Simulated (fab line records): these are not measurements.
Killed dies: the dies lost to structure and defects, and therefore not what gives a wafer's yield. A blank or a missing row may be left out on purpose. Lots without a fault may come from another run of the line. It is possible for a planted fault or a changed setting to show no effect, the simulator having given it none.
Matching of chambers	flow n5-finfet	N5_BEOL_M2_ALD_98 on ald-sin-03: 4 sister chambers
The step deposits SiO2, target thk 2.5 nm, pulse time 1 s, co reactant pulse time 1 s. 22 wafers are shown with their chamber, then 11 later ones without.

WAFERS, EACH WITH ITS CHAMBER
wafer	chamber	heater-power-w (W)	precursor-pulse-height-rel
L075.1	2	89	1.003
L075.3	3	72	0.987
L075.5	2	88	1.001
L076.1	3	75	1.040
L076.2	2	89	0.990
L076.5	0	67	0.980
L083.2	0	67	1.003
L083.5	1	87	0.989
L083.6	2	89	1.006
L082.1	3	73	1.002
L082.3	1	82	1.000
L082.6	3	72	0.994
L084.3	0	67	0.969
L084.5	2	90	0.989
L084.6	1	83	0.999
L086.1	1	83	0.983
L086.3	0	69	0.986
L086.4	0	68	1.046
L089.2	2	89	0.958
L089.3	0	67	1.023
L089.6	0	67	0.969
L090.1	3	71	0.964

SIGNATURES, as means of the wafers listed above
reading	chamber 0	chamber 1	chamber 2	chamber 3	scatter within a chamber
heater-power-w	67.43	83.75	89.00	72.60	1.28
precursor-pulse-height-rel	0.99657	0.99275	0.99117	0.99740	0.0235
Rule: for each reading, subtract the chamber's mean from the wafer's reading, divide by that reading's scatter and square the result; add these up over the readings and take the root, which gives the wafer's distance from the chamber. If the next closest chamber is less than 2 further off than the closest, the wafer can't be placed; otherwise it belongs to the closest. The scatter: the root of (the sum of the squares of (reading less its chamber's mean) over the shown wafers, divided by (wafers less chambers)).

WAFERS MISSING THEIR CHAMBER
wafer	heater-power-w (W)	precursor-pulse-height-rel
L090.2	83	0.987
L090.3	68	0.976
L094.1	81	1.030
L094.2	74	1.018
L094.5	67	0.977
L095.2	83	1.006
L095.3	91	0.983
L095.5	68	0.984
L096.2	75	1.008
L096.4	90	0.986
L096.6	73	1.027

WHICH CHAMBER EACH WENT THROUGH
wafer	from the rows above	in truth
L090.2	1	1
L090.3	0	0
L094.1	1	1
L094.2	3	3
L094.5	0	0
L095.2	1	1
L095.3	2	2
L095.5	0	0
L096.2	3	3
L096.4	2	2
L096.6	3	3
Placed correctly: 11 of 11. Can't be placed from these rows: 0. Wrongly placed: 0.
